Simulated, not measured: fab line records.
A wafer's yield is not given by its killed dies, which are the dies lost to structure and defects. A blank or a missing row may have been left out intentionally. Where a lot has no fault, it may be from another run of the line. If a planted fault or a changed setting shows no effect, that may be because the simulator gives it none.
A struck lot beside a sound one / flow nand_harc / 38 out of 1302 route steps
Sound: wafers L102.2, L102.4, L102.5. Wafers L108.1, L108.3, L108.5 were the ones struck. At the end, the cause is stated.
Each step with rows lists, per side, the tool, then ch with its chambers, then its first start. Under that, the readings that differ: sound wafers / struck wafers / difference of the means / sigmas: that difference in standard deviations of wafers without a fault.
alike: a reading whose means differ by less than 2 such deviations, as well as words and numbers matching on both sides. not compared: withheld readings; readings where some wafer has no value; bounds like >300 that might hide an equal value; numbers whose values overlap and for which the record gives no deviation.
Wherever a step has rows on one side only, a row that says differs or no value, or a row with sigmas, the two part there. Numbers that have no deviation but don't overlap get no sigmas and don't part them. A reading missing from all wafers of one side parts the sides only when that side holds two or more wafers.

first, 1 step without rows for these wafers: NHARC_A_CHANNEL_FILL_D2_ALD_02 (deposits SiO2, target thk 6 nm, pulse time 10 s, ald cycles 60).
NHARC_A_CHANNEL_FILL_D2_ALD_03: deposits SiNx, target thk 6 nm, pulse time 60 s, ald cycles 58.
  sound on ald_sin_batch-01 ch 0; struck on ald_sin_batch-03 ch 0
  alike: precursor_pulse_height_rel
NHARC_A_CHANNEL_FILL_D2_ALD_14: deposits SiO2, target thk 2.5 nm, pulse time 10 s, ald cycles 25.
  sound on ald_hk-02 ch 1,2,3, day 17 20:48; struck on ald_hk-02 ch 0,3, day 20 05:55
  alike: heater_power_w, precursor_pulse_height_rel
then, 6 steps without rows for these wafers: NHARC_A_CHANNEL_FILL_D2_ALD_15 (deposits SiNx, target thk 2 nm, pulse time 60 s, ald cycles 19); NHARC_A_CHANNEL_FILL_D2_ALD_16 (deposits SiO2, target thk 1.5 nm, pulse time 10 s, ald cycles 15); NHARC_A_CHANNEL_FILL_D2_ANNEAL_17 (time 1800 s); NHARC_A_CHANNEL_FILL_D2_CVD_18 (deposits poly-Si, target thk 3 nm); NHARC_A_CHANNEL_FILL_D2_ETCHBACK_19 (etches the open film in HBr/Cl2, target depth 5 nm, time 1.7 s); NHARC_A_CHANNEL_FILL_D2_ETCHBACK_20 (etches the open film in C4F8/O2/Ar, target depth 27 nm, time 13.5 s).
NHARC_A_CHANNEL_FILL_D2_STRIP_28: strips in O2, time 20 s.
  sound on rie_diel-04 ch 2,3, day 18 14:01; struck on rie_diel-13 ch 0,1,2, day 20 22:47
  alike: drypump_motor_current_A, oes_product_au, rf_vpp_V, showerhead_plenum_p_Torr, throttle_valve_pct
  not compared: rf_hours_counter_h
then, 2 steps without rows for these wafers: NHARC_A_CHANNEL_FILL_D2_PRECLEAN_21 (cleans in dHF, time 30 s); NHARC_A_CHANNEL_FILL_D2_SRD_23.
NHARC_A_CHANNEL_FILL_D2_CVD_05: deposits poly-Si, target thk 5 nm.
  sound on lpcvd_poly-03 ch 0, day 18 16:34; struck on lpcvd_poly-01 ch 0, day 21 01:31
  alike: spike_tc_centre_C, zone_power_upper_pct
then, 7 steps without rows for these wafers: NHARC_A_CHANNEL_FILL_D2_ANNEAL_22 (time 7200 s); NHARC_A_CHANNEL_FILL_D2_ALD_25 (deposits SiOx, target thk 60 nm, pulse time 10 s, ald cycles 600); NHARC_A_CHANNEL_FILL_D2_ETCHBACK_08 (etches the open film in C4F8, target depth 220 nm, time 110 s); NHARC_A_CHANNEL_FILL_D2_STRIP_29 (strips in O2, time 20 s); NHARC_A_CHANNEL_FILL_D2_PRECLEAN_30 (cleans in dHF, time 30 s); NHARC_A_CHANNEL_FILL_D2_SRD_31; NHARC_A_CHANNEL_FILL_D2_CVD_09 (deposits poly-Si, target thk 150 nm, time 3000 s).
NHARC_A_CHANNEL_FILL_D2_CMP_10: polishes, target thk 150 nm.
  sound on cmp-01 ch 0,2,3, day 19 14:10; struck on cmp-03 ch 2,3, day 22 00:55
  alike: motor_current_A, slurry_filter_dp_kPa, time_to_endpoint_s
  not compared: pad_life_wafers
following that, these wafers have no rows for 1 step: NHARC_A_CHANNEL_FILL_D2_SRD_12.
NHARC_A_CHANNEL_FILL_D2_RTA_24: time 5 s.
  sound on rtp_anneal-02 ch 0, day 19 14:35; struck on rtp_anneal-02 ch 0, day 22 01:21
  alike: lamp_power_pct, wafer_temp_C_max
then, 14 steps without rows for these wafers: NHARC_A_STAIRCASE_DEP_156 (deposits SiNx, target thk 50 nm); NHARC_A_STAIRCASE_DEHYDRATE_158 (time 120 s); NHARC_A_STAIRCASE_HMDS_159 (time 30 s); NHARC_A_STAIRCASE_COAT_160; NHARC_A_STAIRCASE_SOFTBAKE_161 (time 170 s); NHARC_A_STAIRCASE_EBR_162; NHARC_A_STAIRCASE_EXPOSE_163 (exposes mask STAIR OPEN); NHARC_A_STAIRCASE_PEB_164 (peb time 130 s); NHARC_A_STAIRCASE_DEVELOP_165 (time 140 s); NHARC_A_STAIRCASE_HARDBAKE_167 (time 140 s); NHARC_A_STAIRCASE_DESCUM_168 (chemistry O2, time 3 s); NHARC_A_STAIRCASE_ETCH_169 (etches the open film in CH3F/O2, target depth 50 nm, time 107.1 s); NHARC_A_STAIRCASE_ETCH_170 (etches the open film in C4F6/O2, target depth 200 nm, time 66.667 s); NHARC_A_STAIRCASE_STRIP_171 (strips in O2).
-- jump in the record: it breaks off in module A_STAIRCASE and resumes in module END (first step shown: number 1302 of the route), and 9 days separate the struck wafers' starts before and after --
NHARC_END_SORT_01:
  sound on prober-01 ch 0, day 28 07:24; struck on prober-02 ch 0, day 31 08:22
reading=killed_at_array; sound=99 86 78; struck=158 165 137; difference=+66; sigmas=+3
reading=killed_dies; sound=101 88 79; struck=161 167 138; difference=+66; sigmas=+3
  alike: killed_at_other, killed_at_periphery, killed_open, killed_short

## WHERE THEY PART
At NHARC_END_SORT_01 and nowhere else, as far as this record goes.

WHY: what had been put in by the simulator
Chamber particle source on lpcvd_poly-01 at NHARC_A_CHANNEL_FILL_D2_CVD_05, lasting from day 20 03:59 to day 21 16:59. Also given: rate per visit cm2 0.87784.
